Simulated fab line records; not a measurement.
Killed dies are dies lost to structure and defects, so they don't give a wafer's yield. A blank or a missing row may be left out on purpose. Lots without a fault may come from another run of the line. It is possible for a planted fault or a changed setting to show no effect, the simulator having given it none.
The same fault as seen by 2 desks || flow n5_finfet || what lay behind the numbers comes last; until then each desk has only its own

== DESK OF THE TOOL OWNER: cvd_co-01 ==
The tool's own readings at N5_BEOL_M4_CO_CAP_55 (material Co, precursor CCTBA/H2, target thk 2 nm, time 102.1 s): means of the sampled wafers that have a number, for each lot that ran on this tool. Any lot whose mean is over 4 standard deviations away from the usual mean is out of limits and marked OUT; that distance is given in the brackets.
Columns: A = heater_power_w at N5_BEOL_M4_CO_CAP_55, usual 260 W; B = run_length_s at N5_BEOL_M4_CO_CAP_55, usual 124.9 s
{"lot": "L673", "first seen here": "day 8 11:26", "A": 227, "B": 125.2}
{"lot": "L675", "first seen here": "day 8 16:38", "A": 247, "B": 124.9}
{"lot": "L684", "first seen here": "day 10 23:56", "A": 249, "B": 124.9}
{"lot": "L692", "first seen here": "day 12 16:37", "A": 250, "B": "179.9 (+95) OUT"}
{"lot": "L693", "first seen here": "day 13 10:10", "A": 252, "B": "179.8 (+95) OUT"}
This desk's verdict: out of limits on L692, L693, starting with L692 at day 12 16:37 (run_length_s at N5_BEOL_M4_CO_CAP_55). Within limits: L673, L675, L684.

== AT THE METROLOGY DESK ==
What the gauges read for every lot (on any tool): the sampled wafers with a number, averaged. Any lot whose mean is over 4 standard deviations away from the usual mean is out of limits and marked OUT; that distance is given in the brackets. Of its 11 readings 7 are shown: those that lie furthest out on some lot.
Columns: A = M4_THK at N5_BEOL_M4_THK_MEAS_53, usual 39.4 nm; B = DIBL_N at N5_BEOL_M4_RC_MEAS_101, usual 36.9 mV/V; C = DIBL_P at N5_BEOL_M4_RC_MEAS_101, usual 37.1 mV/V; D = IOFF_N at N5_BEOL_M4_RC_MEAS_101, usual 0.17 nA/um; E = ION_P at N5_BEOL_M4_RC_MEAS_101, usual 463 uA/um; F = SS_P at N5_BEOL_M4_RC_MEAS_101, usual 73.5 mV/dec; G = VT_P at N5_BEOL_M4_RC_MEAS_101, usual -250 mV
{"lot": "L673", "first seen here": "day 8 11:22", "A": 38.5, "B": 37.0, "C": 37.3, "D": 0.18, "E": 464, "F": 73.6, "G": -250}
{"lot": "L675", "first seen here": "day 8 16:34", "A": 39.8, "B": 37.2, "C": 37.2, "D": 0.15, "E": 453, "F": 73.6, "G": -254}
{"lot": "L684", "first seen here": "day 10 23:52", "A": 40.2, "B": 39.7, "C": 38.6, "D": 0.18, "E": 455, "F": 74.2, "G": -253}
{"lot": "L692", "first seen here": "day 12 16:32", "A": 40.6, "B": 38.3, "C": 36.2, "D": 0.18, "E": 471, "F": 73.9, "G": -246}
{"lot": "L693", "first seen here": "day 13 10:05", "A": 37.5, "B": 35.6, "C": 33.9, "D": 0.13, "E": 467, "F": 73.3, "G": -250}
{"lot": "L696", "first seen here": "day 13 21:37", "A": 40.7, "B": 36.5, "C": 37.5, "D": 0.16, "E": 466, "F": 73.3, "G": -246}
Result from this desk: across the 6 lots, nothing is out of limits.

== PUT TOGETHER ==
The tool owner's desk could have raised an alarm at day 12 16:37, on L692, L693.
Nothing out of limits was seen by the metrology desk.
The metrology desk holds a record of L692, L693, inside its limits.
Of the lots named, all ran N5_BEOL_M4_CO_CAP_55 on cvd_co-01.

== WHAT HAD BEEN PUT IN BY THE SIMULATOR ==
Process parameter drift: cvd_co-01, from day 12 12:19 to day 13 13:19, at N5_BEOL_M4_CO_CAP_55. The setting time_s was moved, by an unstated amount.
Struck lots among those shown: L692, L693.
Delay in hours, fault start to first out-of-limits reading, by desk: the tool owner's desk at 4.
